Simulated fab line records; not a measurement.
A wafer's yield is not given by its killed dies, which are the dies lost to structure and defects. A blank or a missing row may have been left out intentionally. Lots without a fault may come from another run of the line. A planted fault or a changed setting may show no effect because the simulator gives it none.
Matching of chambers | flow nand_harc | NHARC_A_M1_DEP_33 on pecvd-04: 3 sister chambers
The step deposits SiCN, target thk 30 nm. 6 wafers are shown with their chamber, then 8 later ones without.

## WAFERS PAIRED WITH THEIR CHAMBERS
wafer  | chamber | heater_power_w (W)
L582.4 | 2       | 673
L588.6 | 0       | 689
L592.2 | 0       | 776
L592.4 | 1       | 500
L592.5 | 2       | 569
L589.1 | 1       | 567

## WAFERS MISSING THEIR CHAMBER
wafer  | heater_power_w (W)
L589.4 | 578
L589.6 | 652
L597.1 | 622
L597.3 | 775
L597.4 | 741
L600.2 | 575
L600.5 | 579
L600.6 | 576

## EACH ONE'S CHAMBER
wafer  | from the rows above          | in truth
L589.4 | can't be placed: 2 or 1 or 0 | 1
L589.6 | can't be placed: 2 or 0 or 1 | 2
L597.1 | can't be placed: 2 or 1 or 0 | 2
L597.3 | can't be placed: 0 or 2      | 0
L597.4 | can't be placed: 0 or 2      | 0
L600.2 | can't be placed: 1 or 2 or 0 | 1
L600.5 | can't be placed: 2 or 1 or 0 | 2
L600.6 | can't be placed: 1 or 2 or 0 | 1
Correctly placed: 0 of 8. Not placeable from these rows: 8 (in 8, the candidates include the true chamber). Wrongly placed: 0.
How it was worked out, from the rows above alone: a wafer's distance from a chamber is the root of the sum, over the readings, of the square of ((its reading less the chamber's mean) divided by the reading's scatter). The wafer belongs to the nearest chamber; if the next one is less than 2 further off, it can't be placed. A chamber's mean is the mean of its shown wafers. The scatter: the root of (the sum of the squares of (reading less its chamber's mean) over the shown wafers, divided by (wafers less chambers)).
